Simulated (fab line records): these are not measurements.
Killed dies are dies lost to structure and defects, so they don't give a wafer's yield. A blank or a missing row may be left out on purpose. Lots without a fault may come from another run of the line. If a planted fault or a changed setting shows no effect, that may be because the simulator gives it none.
Which tool did it? | flow nandHarc | 13 lots with 39 wafers sampled at 5 steps, on a route of 1302 steps

## WHAT THE GAUGES READ, wafer by wafer
NHARC_A_M1_THK_MEAS_24: measures by xrf. Usual: thkNm at 154.4 nm, with a standard deviation of 1.3.
lot  | measured     | on           | thkNm (nm)        | flag
L616 | day 24 04:31 | filmMetro-01 | 153.8 151.7 156.1 | 
L617 | day 23 17:50 | filmMetro-02 | 154.2 153.9 152.0 | 
L618 | day 23 17:05 | filmMetro-01 | 152.9 155.4 155.2 | 
L619 | day 23 23:09 | filmMetro-01 | 155.4 154.0 151.7 | 
L620 | day 24 13:33 | filmMetro-02 | 155.3 155.3 155.7 | 
L621 | day 24 20:34 | filmMetro-02 | 154.7 153.5 155.4 | 
L622 | day 24 21:01 | filmMetro-02 | 156.3 154.1 153.1 | 
L633 | day 29 13:52 | filmMetro-01 | 157.0 152.4 153.0 | 
L634 | day 30 06:47 | filmMetro-01 | 154.4 153.4 152.7 | 
L635 | day 30 13:43 | filmMetro-02 | 152.7 155.2 153.9 | 
L637 | day 31 11:57 | filmMetro-01 | 155.2 154.8 155.9 | 
L638 | day 31 22:22 | filmMetro-01 | 154.7 155.0 156.4 | 
L639 | day 32 12:28 | filmMetro-02 | 154.2 156.6 153.5 | 

NHARC_END_SORT_01. Usual: defectLimitedYield 90.7 %, standard deviation 2.9; killedAtArray 58, standard deviation 20; killedAtOther 1.0, standard deviation 1.2; killedAtPeriphery 4.1, standard deviation 3; killedDies 63, standard deviation 20; killedOpen 3.2, standard deviation 1.7; killedShort 2.5, standard deviation 1.5.
lot  | measured     | on        | defectLimitedYield (%) | killedAtArray | killedAtOther | killedAtPeriphery | killedDies | killedOpen | killedShort | flag
L633 | day 30 23:25 | prober-01 | 87.4 82.6 83.3         | 81 99 98      | 0 2 0         | 4 17 15           | 85 118 113 | 4 2 2      | 5 6 3       | 

## WHAT TOOL EACH LOT RAN ON (gives the tool, then ch and the chambers of the sampled wafers, and finally the start)
lot  | NHARC_P_M1_PRE_CLEAN_30     | NHARC_A_BONDPAD_DEP_00                   | NHARC_A_BONDPAD_ETCH_24
L616 | pvdSputter-01, day 6 16:11  | pecvd-02 ch 0,1,2, no start              | rieDiel-05 ch 0,2,3, no start
L617 | pvdSputter-02, day 6 17:47  | pecvd-01 ch 0,1,2, day 23 18:49          | rieDiel-06 ch 0,3, no start
L618 | pvdSputter-01, day 7 07:28  | pecvd-02 ch 0,2, day 23 17:56            | rieDiel-05 ch 1,2,3, no start
L619 | pvdSputter-01, day 7 12:52  | pecvd-01 ch 0,1,2, day 24 00:01          | rieDiel-11 ch 0,1,2, no start
L620 | pvdSputter-02, day 7 23:46  | pecvd-01 ch 0,1,2, day 24 14:28          | rieDiel-05 ch 0,2, no start
L621 | pvdSputter-01, day 8 13:13  | pecvd-01 ch 0,1,2, day 24 21:30          | rieDiel-11 ch 0,2, day 24 23:25
L622 | pvdSputter-02, day 8 14:00  | pecvd-03 ch 1,2, day 24 23:53 or earlier | rieDiel-11 ch 2,3, day 24 23:53
L633 | pvdSputter-02, day 13 09:09 | pecvd-01 ch 0,1,2, day 29 14:46          | rieDiel-06 ch 0,1,3, day 30 23:25 or earlier
L634 | pvdSputter-03, day 13 20:32 | pecvd-03 ch 0,2, day 30 07:38            | rieDiel-11 ch 0,3, day 30 09:53
L635 | pvdSputter-03, day 14 00:40 | pecvd-03 ch 0,1,2, no start              | rieDiel-05 ch 0,3, no start
L637 | pvdSputter-01, day 14 20:22 | pecvd-01 ch 0,2, day 31 12:53            | rieDiel-05 ch 0,1,2, no start
L638 | pvdSputter-02, day 15 17:01 | pecvd-03 ch 0,2, no start                | rieDiel-06 ch 1,2, no start
L639 | pvdSputter-01, day 16 00:44 | pecvd-03 ch 0,1,2, no start              | rieDiel-06 ch 2,3, no start
- NHARC_P_M1_PRE_CLEAN_30: time 30 s.
- NHARC_A_BONDPAD_DEP_00: deposits SiCN, target thk 250 nm.
- NHARC_A_BONDPAD_ETCH_24: etches the open film in CF4/N2, target depth 30 nm, time 72.99 s.

## AS READ BY THE TOOLS THEMSELVES (means over the sampled wafers that have a number; for cases with no such wafer, the mark the record gives instead)
NHARC_P_M1_PRE_CLEAN_30. Usual: heaterPowerW at 408 W, with a standard deviation of 37.
lot  | tool          | heaterPowerW (W) | flag
L616 | pvdSputter-01 | 421              | 
L617 | pvdSputter-02 | 384              | 
L618 | pvdSputter-01 | 427              | 
L619 | pvdSputter-01 | 371              | 
L620 | pvdSputter-02 | 409              | 
L621 | pvdSputter-01 | 445              | 
L622 | pvdSputter-02 | 366              | 
L633 | pvdSputter-02 | 392              | 
L634 | pvdSputter-03 | 424              | 
L635 | pvdSputter-03 | 419              | 
L637 | pvdSputter-01 | 424              | 
L638 | pvdSputter-02 | 401              | 
L639 | pvdSputter-01 | 382              | 

NHARC_A_BONDPAD_DEP_00. Usual: heaterPowerW at 617 W, with a standard deviation of 69.
lot  | tool     | heaterPowerW (W) | flag
L616 | pecvd-02 | 504              | 
L617 | pecvd-01 | 686              | 
L618 | pecvd-02 | 537              | 
L619 | pecvd-01 | 668              | 
L620 | pecvd-01 | 683              | 
L621 | pecvd-01 | 672              | 
L622 | pecvd-03 | 578              | 
L633 | pecvd-01 | 655              | 
L634 | pecvd-03 | 596              | 
L635 | pecvd-03 | 642              | 
L637 | pecvd-01 | 636              | 
L638 | pecvd-03 | 595              | 
L639 | pecvd-03 | 626              | 

NHARC_A_BONDPAD_ETCH_24. Usual: drypumpMotorCurrentA 5.9 A, standard deviation 0.42; n2FlowSccm 100.01 sccm, standard deviation 0.3; oesProductAu 0.999 a.u., standard deviation 0.0099; rfVppV 313.7 V, standard deviation 1.9; showerheadPlenumPTorr 2.60 Torr, standard deviation 0.1; throttleValvePct 19.795 %, standard deviation 0.0086.
lot  | tool       | drypumpMotorCurrentA (A) | n2FlowSccm (sccm) | oesProductAu (a.u.) | rfVppV (V) | showerheadPlenumPTorr (Torr) | throttleValvePct (%) | flag
L616 | rieDiel-05 | 5.8                      | 100.21            | 0.996               | 315.1      | 2.64                         | 19.801               | 
L617 | rieDiel-06 | 5.8                      | 100.15            | 0.992               | 313.9      | 2.64                         | 19.792               | 
L618 | rieDiel-05 | 5.8                      | 99.85             | 0.996               | 314.7      | 2.63                         | 19.787               | 
L619 | rieDiel-11 | 5.8                      | 99.70             | 0.997               | 311.5      | 2.52                         | 19.803               | 
L620 | rieDiel-05 | 5.5                      | 99.73             | 0.991               | 315.2      | 2.69                         | 19.792               | 
L621 | rieDiel-11 | 5.8                      | 100.21            | 0.994               | 312.4      | 2.47                         | 19.793               | 
L622 | rieDiel-11 | 6.0                      | 99.74             | 1.015               | 312.9      | 2.54                         | 19.797               | 
L633 | rieDiel-06 | 5.7                      | 100.05            | 0.997               | 314.2      | 2.62                         | 19.788               | 
L634 | rieDiel-11 | 6.1                      | 100.32            | 1.004               | 312.0      | 2.51                         | 19.783               | 
L635 | rieDiel-05 | 6.0                      | 100.13            | 0.983               | 316.5      | 2.73                         | 19.799               | 
L637 | rieDiel-05 | 5.5                      | 100.30            | 1.006               | 314.5      | 2.68                         | 19.799               | 
L638 | rieDiel-06 | 6.0                      | 99.76             | 0.995               | 312.7      | 2.55                         | 19.794               | 
L639 | rieDiel-06 | 6.4                      | 99.96             | 0.989               | 311.4      | 2.53                         | 19.800               | 

## THE ANSWER, worked out from the rows above alone
Rule: a lot is off if the mean of its wafers that have a number lies more than 3 standard deviations from the usual mean. A lot without any number at a reading at which 4 lots or more have one is off too. Any other lot the step has rows for is counted as sound. Order of review: gauges by route order, followed by the tools' own readings, for which a lot's mean as printed above is used. At the first step where some lot is off, the reading lying furthest off is the one used; lots without a number count as furthest.
No lot is off at any reading shown: from this, nothing can be told.

## WHAT THE SIMULATOR HAD INSERTED
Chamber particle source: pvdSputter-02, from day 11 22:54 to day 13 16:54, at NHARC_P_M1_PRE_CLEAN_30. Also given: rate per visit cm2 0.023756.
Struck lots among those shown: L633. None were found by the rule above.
